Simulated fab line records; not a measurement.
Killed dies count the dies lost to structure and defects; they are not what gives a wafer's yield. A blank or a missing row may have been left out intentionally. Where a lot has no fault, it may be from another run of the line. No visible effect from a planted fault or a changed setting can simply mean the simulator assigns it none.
Matching of chambers :: flow n5-finfet :: N5_BEOL_M11_ETCH_62 on rie-diel-03: 4 sister chambers
The step etches SOC in N2/H2, target depth 110 nm, overetch 22 nm, time 165 s. 4 wafers are shown with their chamber, then 8 later ones without.

## WAFERS WITH THEIR CHAMBER
wafer: L087.5
chamber: 3
drypump-motor-current-A (A): 5.6

wafer: L087.6
chamber: 2
drypump-motor-current-A (A): 5.5

wafer: L085.6
chamber: 0
drypump-motor-current-A (A): 6.3

wafer: L086.1
chamber: 1
drypump-motor-current-A (A): 6.0

## WAFERS WITHOUT THEIR CHAMBER
wafer: L086.2
drypump-motor-current-A (A): 5.5

wafer: L086.6
drypump-motor-current-A (A): 6.1

wafer: L090.1
drypump-motor-current-A (A): 5.6

wafer: L090.2
drypump-motor-current-A (A): 6.3

wafer: L090.4
drypump-motor-current-A (A): 6.0

wafer: L095.1
drypump-motor-current-A (A): 6.1

wafer: L095.2
drypump-motor-current-A (A): 5.5

wafer: L095.5
drypump-motor-current-A (A): 6.1

## CHAMBER TAKEN BY EACH
wafer: L086.2
from the rows above: can't be placed: 2 or 3
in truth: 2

wafer: L086.6
from the rows above: can't be placed: 1 or 0
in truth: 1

wafer: L090.1
from the rows above: can't be placed: 3 or 2
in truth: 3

wafer: L090.2
from the rows above: 0
in truth: 0

wafer: L090.4
from the rows above: 1
in truth: 1

wafer: L095.1
from the rows above: can't be placed: 1 or 0
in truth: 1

wafer: L095.2
from the rows above: can't be placed: 2 or 3
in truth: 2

wafer: L095.5
from the rows above: can't be placed: 1 or 0
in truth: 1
Correct placement for 2 of the 8. These rows do not allow placing 6 (true chamber among the candidates in 6). Wrongly placed: 0.
How it was worked out, from the rows above alone: a wafer's distance from a chamber is the root of the sum, over the readings, of the square of ((its reading less the chamber's mean) divided by the reading's scatter). If the next closest chamber is less than 2 further off than the closest, the wafer can't be placed; otherwise it belongs to the closest. Each chamber's mean is taken over the wafers shown for it. The scatter: root of mean squared gap, hidden wafer to nearest shown wafer, with one shown wafer a chamber.
